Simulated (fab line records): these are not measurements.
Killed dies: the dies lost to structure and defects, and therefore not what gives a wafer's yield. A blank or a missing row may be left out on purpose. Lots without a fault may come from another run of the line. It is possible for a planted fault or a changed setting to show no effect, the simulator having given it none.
Matching of chambers :: flow nand_harc :: NHARC_A_STAIRCASE_DESCUM_312 on rie_diel-05: 4 sister chambers
The step chemistry O2, time 3 s. 4 wafers are shown with their chamber, then 12 later ones without.

WAFERS WITH THEIR CHAMBER
wafer: L084.3
chamber: 3
drypump_motor_current_A (A): 4.9

wafer: L088.5
chamber: 1
drypump_motor_current_A (A): 4.8

wafer: L091.2
chamber: 2
drypump_motor_current_A (A): 6.3

wafer: L091.5
chamber: 0
drypump_motor_current_A (A): 5.3

WAFERS WHOSE CHAMBER IS MISSING
wafer: L092.2
drypump_motor_current_A (A): 4.9

wafer: L092.5
drypump_motor_current_A (A): 4.8

wafer: L092.6
drypump_motor_current_A (A): 6.3

wafer: L093.1
drypump_motor_current_A (A): 6.4

wafer: L093.2
drypump_motor_current_A (A): 4.8

wafer: L093.4
drypump_motor_current_A (A): 4.9

wafer: L095.2
drypump_motor_current_A (A): 5.3

wafer: L095.3
drypump_motor_current_A (A): 4.8

wafer: L095.6
drypump_motor_current_A (A): 4.9

wafer: L097.3
drypump_motor_current_A (A): 4.9

wafer: L097.5
drypump_motor_current_A (A): 4.8

wafer: L097.6
drypump_motor_current_A (A): 5.2

CHAMBER TAKEN BY EACH
wafer: L092.2
from the rows above: 3
in truth: 3

wafer: L092.5
from the rows above: 1
in truth: 1

wafer: L092.6
from the rows above: 2
in truth: 2

wafer: L093.1
from the rows above: 2
in truth: 2

wafer: L093.2
from the rows above: 1
in truth: 1

wafer: L093.4
from the rows above: 3
in truth: 3

wafer: L095.2
from the rows above: 0
in truth: 0

wafer: L095.3
from the rows above: 1
in truth: 1

wafer: L095.6
from the rows above: 3
in truth: 3

wafer: L097.3
from the rows above: 3
in truth: 3

wafer: L097.5
from the rows above: 1
in truth: 1

wafer: L097.6
from the rows above: 0
in truth: 0
Correctly placed: 12 of 12. Not placeable from these rows: 0. Placed wrongly: 0.
How it was worked out, from the rows above alone: a wafer's distance from a chamber is the root of the sum, over the readings, of the square of ((its reading less the chamber's mean) divided by the reading's scatter). If the next closest chamber is less than 2 further off than the closest, the wafer can't be placed; otherwise it belongs to the closest. Each chamber's mean is taken over the wafers shown for it. The scatter: root of mean squared gap, hidden wafer to nearest shown wafer, with one shown wafer a chamber.
